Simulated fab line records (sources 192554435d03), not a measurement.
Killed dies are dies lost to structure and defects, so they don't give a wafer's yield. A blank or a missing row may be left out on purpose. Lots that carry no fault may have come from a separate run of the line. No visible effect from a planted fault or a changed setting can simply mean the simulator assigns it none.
A lot that was struck, set against a sound lot    flow n5 finfet    15 out of 1938 route steps
Sound: these wafers, L109.1, L109.2, L109.4. Struck: wafer L111.1. (L111.3, L111.5 of the same lot were not struck and are left out.) The cause comes at the end.
Per side, at each step with rows, come the tool, then ch with its chambers, and then its first start. Under that, the readings that differ: sound wafers    struck wafers    difference of the means    sigmas: that difference in standard deviations of wafers without a fault.
alike: readings whose means differ by less than 2 such deviations, and words and numbers that are the same on both sides. not compared: withheld readings, readings that some wafer has no value for, bounds like >300 that may hide the same value, and numbers for which the record gives no deviation and whose values overlap.
The two part at a step that has a row with sigmas, a row that says differs or no value, or rows on one side only. Non-overlapping numbers with no deviation appear without sigmas and do not part them. A reading missing from all wafers of one side parts the sides only when that side holds two or more wafers.

first, 10 steps without rows for these wafers: N5_FIN_CUT_DESCUM_13 (chemistry O2, time 7 s); N5_FIN_CUT_ETCH_30 (etches underlayer in N2/H2, target depth 13 nm, time 10.4 s); N5_FIN_CUT_ETCH_20 (etches SiARC in CF4, target depth 26 nm, time 43.3 s); N5_FIN_CUT_ETCH_21 (etches SOC in N2/H2, target depth 219 nm, overetch 43.8 nm, time 523.5 s); N5_FIN_CUT_STRIP_23 (strips in N2/H2); N5_FIN_CUT_STRIP_31 (strips in N2/H2); N5_FIN_CUT_STRIP_24 (strips in CF4); N5_FIN_CUT_CUT_ETCH_26 (etches SiNx in CH3F/O2, target depth 39 nm, time 55.7 s); N5_FIN_CUT_CUT_ETCH_27 (etches SiO2 in CHF3/O2, target depth 4 nm, overetch 2 nm, time 4.9 s); N5_FIN_CUT_PRECLEAN_35 (cleans in vHF, time 13.3 s).
N5_FIN_CUT_CUT_ETCH_15: etches Si in HBr/Cl2/O2, target depth 100 nm, bt time 10 s, time 42.4 s.
  sound on rie si-04 ch 1,2,3, day 4 09:47; struck on rie si-06 ch 3, day 4 22:17
reading                                   sound             struck  difference  sigmas
rf hours counter h (h)                    26 8 4            86      +73         
model.FIN_CUT.feature depth nm (nm)       99.8 98.8 97.6    70.6    -28.1       
model.etch.depth nm (nm)                  99.77 98.8 97.61  70.57   -28.16      
model.SOC_of_FIN_CUT_COAT_18.thk nm (nm)  171.8 171.6 172   181.2   +9.4        
  alike: drypump motor current A, oes product au, throttle valve pct
N5_FIN_CUT_CUT_ETCH_28: etches Si in HBr/Cl2/O2, target depth 6 nm, time 2.4 s.
  sound on rie si-04 ch 1,2,3, day 4 09:50; struck on rie si-06 ch 3, day 4 22:20
reading                                   sound            struck  difference  sigmas
rf hours counter h (h)                    26 8 4           86      +73         
model.SOC_of_FIN_CUT_COAT_18.thk nm (nm)  170 169.8 170.4  179.4   +9.3        
  alike: drypump motor current A, oes product au, throttle valve pct
then, 1 step without rows for these wafers: N5_FIN_CUT_STRIP_22 (strips in N2/H2).
-- record jumps: 7 days separate the struck wafers' starts on either side; left off in module FIN_CUT, taken up again in module BEOL_M4, whose first shown step is the route's number 1111 --
N5_BEOL_M4_RC_MEAS_101:
  sound on prober-01 ch 0, day 10 19:35; struck on prober-01 ch 0, day 11 11:11
  alike: DIBL_N, DIBL_P, IOFF_N, IOFF_P, ION_N, ION_P, SS_N, SS_P, VT_N, VT_P
N5_PASSIVATION_PROBE_49:
  the record has rows for the sound wafers here (prober-01, day 15 19:27) and none for the struck ones

WHERE THEY PART
At N5_PASSIVATION_PROBE_49 and nowhere else, as far as this record goes.

WHY: what the simulator had put in
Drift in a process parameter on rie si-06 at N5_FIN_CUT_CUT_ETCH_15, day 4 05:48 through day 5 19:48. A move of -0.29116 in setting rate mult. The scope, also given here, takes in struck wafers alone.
